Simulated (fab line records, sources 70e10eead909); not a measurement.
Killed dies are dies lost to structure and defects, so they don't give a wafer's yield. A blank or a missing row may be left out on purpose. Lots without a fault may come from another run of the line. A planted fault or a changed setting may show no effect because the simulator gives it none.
Which tool did it? | flow nand_harc | 24 lots, 72 wafers sampled, at 3 steps of a route of 1302

WHAT THE GAUGES READ, wafer by wafer
NHARC_P_M1_THK_MEAS_24: measures by xrf.
lot  | measured     | on            | thk_nm (nm)
L074 | day 6 04:06  | film_metro-02 | 157.4 157.3 156.0
L075 | day 6 19:11  | film_metro-01 | 157.8 158.7 156.2
L076 | day 6 23:19  | film_metro-02 | 156.7 158.0 157.0
L077 | day 7 13:37  | film_metro-01 | 159.0 157.2 157.1
L078 | day 7 22:56  | film_metro-01 | 157.5 157.6 159.0
L079 | day 8 17:19  | film_metro-01 | 156.3 157.3 157.9
L080 | day 8 20:27  | film_metro-01 | 158.7 160.1 158.0
L081 | day 9 14:19  | film_metro-02 | 155.4 157.1 157.0
L082 | day 9 15:11  | film_metro-01 | 157.7 159.5 158.2
L083 | day 9 20:59  | film_metro-01 | 155.9 157.2 160.8
L084 | day 10 16:02 | film_metro-02 | 157.1 155.2 155.4
L085 | day 10 20:57 | film_metro-01 | 158.1 157.6 159.2
L086 | day 11 04:37 | film_metro-02 | 157.2 158.5 158.5
L087 | day 12 09:00 | film_metro-01 | 157.9 156.5 160.1
L089 | day 12 10:10 | film_metro-01 | 157.9 158.8 155.2
L088 | day 12 11:22 | film_metro-01 | 156.8 157.3 158.3
L090 | day 13 06:43 | film_metro-01 | 156.7 156.0 157.8
L091 | day 13 08:52 | film_metro-02 | 157.4 156.8 158.9
L092 | day 14 00:51 | film_metro-02 | 157.5 155.3 154.0
L093 | day 14 05:38 | film_metro-01 | 157.8 155.5 155.4
L094 | day 14 15:54 | film_metro-02 | 158.5 156.9 156.8
L095 | day 15 01:07 | film_metro-01 | 161.3 159.0 157.5
L096 | day 15 10:53 | film_metro-02 | 158.4 156.3 156.3
L097 | day 15 22:58 | film_metro-01 | 158.3 158.8 157.5

NHARC_P_M2_OVL_MEAS_10: pitch 340 nm.
lot  | measured     | on         | overlay_x_nm (nm) | overlay_y_nm (nm)
L074 | day 6 05:43  | overlay-02 | -0.3 0.1 -0.6     | 0.1 0.5 0.9
L075 | day 6 21:02  | overlay-01 | 0.3 0.0 0.4       | 0.5 0.1 0.1
L076 | day 7 00:50  | overlay-01 | 1.4 0.9 0.8       | -1.2 -1.6 -1.9
L077 | day 7 15:28  | overlay-01 | -1.4 -0.8 -1.4    | 1.0 0.6 0.3
L078 | day 8 00:52  | overlay-01 | 0.7 0.5 0.3       | 0.8 1.1 1.5
L079 | day 8 18:56  | overlay-01 | 1.1 0.9 0.4       | -0.7 -0.2 -0.4
L080 | day 8 21:56  | overlay-01 | -0.3 -0.2 0.0     | 0.7 0.9 1.2
L081 | day 9 15:49  | overlay-01 | -1.1 -0.8 -0.7    | 0.4 0.2 0.3
L082 | day 9 16:59  | overlay-01 | 0.5 0.0 0.6       | -0.6 -0.7 -0.3
L083 | day 9 22:40  | overlay-02 | 0.6 0.3 0.8       | -0.5 -0.7 -0.2
L084 | day 10 17:49 | overlay-01 | -1.1 -1.7 -1.2    | 0.9 0.5 0.4
L085 | day 10 23:51 | overlay-02 | 0.0 0.3 0.9       | -0.9 0.2 -0.5
L086 | day 11 06:32 | overlay-02 | 0.1 -0.1 -0.3     | -0.1 -0.1 0.0
L087 | day 12 10:38 | overlay-02 | -0.5 -1.2 -0.6    | -1.3 -1.2 -1.0
L089 | day 12 11:40 | overlay-02 | -2.2 -2.9 -1.6    | -1.1 -1.2 -1.4
L088 | day 12 13:26 | overlay-02 | 0.2 -0.4 -0.1     | -0.3 -0.5 0.0
L090 | day 13 08:21 | overlay-02 | 0.9 0.3 0.3       | -0.7 -0.8 -0.4
L091 | day 13 10:35 | overlay-01 | 0.7 0.2 0.5       | -0.4 0.0 -0.3
L092 | day 14 02:31 | overlay-01 | -0.4 -0.2 -0.4    | -1.6 -1.2 -0.6
L093 | day 14 07:09 | overlay-02 | 1.2 0.9 1.3       | 0.0 0.6 0.2
L094 | day 14 17:26 | overlay-02 | -1.2 -1.3 -0.7    | -1.2 -1.7 -1.8
L095 | day 15 02:46 | overlay-02 | -0.1 -0.5 -0.2    | -0.4 0.0 0.2
L096 | day 15 12:34 | overlay-02 | 0.5 0.7 0.7       | 0.0 0.4 0.3
L097 | day 16 00:29 | overlay-02 | 0.5 0.3 0.7       | -0.4 -0.4 -0.3

NHARC_P_M2_INSPECT_11.
lot  | measured     | on                | raw_defect_count
L074 | day 6 05:45  | defect_inspect-02 | 5 6 4
L075 | day 6 21:04  | defect_inspect-02 | 8 4 6
L076 | day 7 00:52  | defect_inspect-02 | 9 2 2
L077 | day 7 15:29  | defect_inspect-01 | 15 12 6
L078 | day 8 00:55  | defect_inspect-02 | 3 4 5
L079 | day 8 18:58  | defect_inspect-01 | 6 7 5
L080 | day 8 21:59  | defect_inspect-01 | 8 5 7
L081 | day 9 15:52  | defect_inspect-02 | 5 3 5
L082 | day 9 17:01  | defect_inspect-02 | 7 9 9
L083 | day 9 22:43  | defect_inspect-02 | 7 3 4
L084 | day 10 17:51 | defect_inspect-02 | 9 4 10
L085 | day 10 23:53 | defect_inspect-01 | 5 3 4
L086 | day 11 06:34 | defect_inspect-01 | 7 6 5
L087 | day 12 10:40 | defect_inspect-01 | 4 3 3
L089 | day 12 11:42 | defect_inspect-01 | 4 7 6
L088 | day 12 13:28 | defect_inspect-02 | 1 0 4
L090 | day 13 08:23 | defect_inspect-01 | 9 6 14
L091 | day 13 10:37 | defect_inspect-02 | 8 5 7
L092 | day 14 02:32 | defect_inspect-02 | 5 3 12
L093 | day 14 07:11 | defect_inspect-02 | 1 2 2
L094 | day 14 17:28 | defect_inspect-01 | 2 3 4
L095 | day 15 02:48 | defect_inspect-02 | 6 6 6
L096 | day 15 12:36 | defect_inspect-02 | 6 8 5
L097 | day 16 00:32 | defect_inspect-02 | 1 4 3

WHICH TOOL RAN EACH LOT (tool, then ch and the chambers of the sampled wafers, then the start)
The record holds no process step before these readings.

WHAT THE TOOLS THEMSELVES READ (means of the sampled wafers that have a number; where no wafer has one, the mark that the record gives instead)
The record holds no such reading with a usual standard deviation.

THE ANSWER, worked out from the rows above alone
Rule: what is usual is taken from the lots themselves. Put in order of their means at a reading, lots are off if they are a third of the lots or fewer, leave a main group of 4 or more, and stand apart from it by a gap of 3 or more times the standard deviation of the main group's means; of several such gaps the widest counts. A main group whose means are all the same, to the digits that the tables above print for the reading, isn't used. A lot without any number at a reading at which 4 lots or more have one is off too. The other lots that the step has rows for count as sound. The gauges are gone through in route order, then the tools' own readings, and for those a lot's mean is taken as printed above. The first step at which some lot is off is used, and at that step the reading that is off furthest; a lot without a number counts as furthest.
No lot is off at any reading shown: from this, nothing can be told.

WHAT THE SIMULATOR HAD PUT IN
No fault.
